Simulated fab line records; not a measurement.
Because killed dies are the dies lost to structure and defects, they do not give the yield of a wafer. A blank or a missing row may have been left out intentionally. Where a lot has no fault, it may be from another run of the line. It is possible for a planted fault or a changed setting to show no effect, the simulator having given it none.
Matching of chambers ; flow nand-harc ; NHARC_A_CHANNEL_FILL_D2_CMP_10 on cmp-03: 4 sister chambers
The step polishes, target thk 150 nm. 14 wafers are shown with their chamber, then 7 later ones without.

== WAFERS PAIRED WITH THEIR CHAMBERS ==
wafer;chamber;motor-current-A (A);time-to-endpoint-s (s)
L227.2;3;11.9;16.4
L227.4;2;12.7;16.3
L227.6;1;11.0;13.4
L234.2;2;11.9;18.3
L234.3;0;10.9;15.8
L234.6;0;11.3;15.2
L239.2;2;11.8;16.6
L239.3;0;11.8;16.3
L239.6;0;11.3;17.9
L241.2;3;11.8;20.8
L241.3;2;13.0;19.2
L241.4;0;11.7;16.8
L243.1;0;11.5;16.8
L243.2;1;10.7;14.6

SIGNATURES, as means of the wafers listed above
reading;chamber 0;chamber 1;chamber 2;chamber 3;scatter within a chamber
motor-current-A;11.417;10.850;12.350;11.850;0.404
time-to-endpoint-s;16.467;14.000;17.600;18.600;1.43
Rule: for each reading, subtract the chamber's mean from the wafer's reading, divide by that reading's scatter and square the result; add these up over the readings and take the root, which gives the wafer's distance from the chamber. If the next closest chamber is less than 2 further off than the closest, the wafer can't be placed; otherwise it belongs to the closest. How the scatter is found: for the shown wafers, subtract from each reading the mean of its chamber, square and add these, divide the total by (wafers less chambers), then take the root.

== WAFERS WITH NO CHAMBER GIVEN ==
wafer;motor-current-A (A);time-to-endpoint-s (s)
L243.5;11.4;17.2
L244.1;12.2;16.9
L244.3;10.9;18.5
L244.4;12.3;16.9
L245.2;10.8;17.1
L245.5;12.8;18.1
L245.6;11.7;14.5

== WHICH CHAMBER EACH ONE RAN IN ==
wafer;from the rows above;in truth
L243.5;can't be placed: 0 or 3 or 2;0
L244.1;can't be placed: 2 or 3 or 0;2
L244.3;can't be placed: 0 or 3 or 1 or 2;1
L244.4;can't be placed: 2 or 3 or 0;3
L245.2;can't be placed: 0 or 1 or 3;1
L245.5;can't be placed: 2 or 3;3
L245.6;can't be placed: 0 or 1 or 2 or 3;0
0 of 7 placed correctly. Not placeable from these rows: 7 (in 7, the candidates include the true chamber). Placed wrongly: 0.
